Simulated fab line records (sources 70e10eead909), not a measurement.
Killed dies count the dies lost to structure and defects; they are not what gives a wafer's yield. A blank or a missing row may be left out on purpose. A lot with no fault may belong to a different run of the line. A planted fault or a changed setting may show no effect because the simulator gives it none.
Which tool was responsible? -- flow nand harc -- 16 wafers from 6 lots sampled at 4 of the route's 1159 steps

== WHAT THE GAUGES SHOWED, per wafer ==
NHARC_P_CONTACT_INSPECT_27.
lot,measured,on,raw defect count
L507,day 6 04:05,defect inspect-01,220 186 259
L509,day 6 12:10,defect inspect-01,161 188 140
L512,day 6 18:45,defect inspect-02,324 286 472
L513,day 7 17:32,defect inspect-02,151 113
L519,day 8 21:51,defect inspect-01,250 333
L528,day 10 23:07,defect inspect-01,337 260 349

== WHICH TOOL RAN EACH LOT (tool, then ch and the chambers of the sampled wafers, then the start) ==
lot,NHARC_P_CONTACT_ETCH_35,NHARC_P_CONTACT_STRIP_28,NHARC_P_CONTACT_PVD_32
L507,"rie diel-11 ch 0,2,3, day 5 16:51","rie diel-11 ch 1,2,3, day 5 17:43","pvd sputter-01, day 6 04:05 or earlier"
L509,"rie diel-11 ch 0,2,3, day 6 04:56","rie diel-10 ch 0,2,3, day 6 05:49","pvd sputter-01, day 6 12:10 or earlier"
L512,"rie diel-11 ch 1,2, day 6 15:43","rie diel-10 ch 0,2, day 6 16:34","pvd sputter-02, day 6 18:45 or earlier"
L513,"rie diel-11 ch 0,1, day 7 10:59","rie diel-11 ch 0,2, day 7 11:56","pvd sputter-02, day 7 17:32 or earlier"
L519,"rie diel-11 ch 1,2, day 8 17:19","rie diel-11 ch 0,2, day 8 18:12","pvd sputter-01, day 8 21:51 or earlier"
L528,"rie diel-10 ch 0,2,3, day 10 20:06","rie diel-10 ch 0,1,3, day 10 20:58","pvd sputter-01, day 10 23:07 or earlier"
- NHARC_P_CONTACT_ETCH_35: etches the open film in CF4, target depth 39 nm, time 65 s.
- NHARC_P_CONTACT_STRIP_28: strips in O2.
- NHARC_P_CONTACT_PVD_32: deposits Ti, target thk 5 nm, time 17.7 s.

== THE ANSWER, worked out from the rows above alone ==
Rule: the lots themselves supply what counts as usual. Put in order of their means at a reading, lots are off if they are a third of the lots or fewer, leave a main group of 4 or more, and stand apart from it by a gap of 3 or more times the standard deviation of the main group's means; of several such gaps the widest counts. If all means in a main group match to the digits the tables above print for the reading, that group is not used. A lot without any number at a reading at which 4 lots or more have one is off too. All remaining lots with rows at the step are treated as sound.
Nothing can be told from this: no lot is off at any reading shown.

== WHAT WAS PUT IN BY THE SIMULATOR ==
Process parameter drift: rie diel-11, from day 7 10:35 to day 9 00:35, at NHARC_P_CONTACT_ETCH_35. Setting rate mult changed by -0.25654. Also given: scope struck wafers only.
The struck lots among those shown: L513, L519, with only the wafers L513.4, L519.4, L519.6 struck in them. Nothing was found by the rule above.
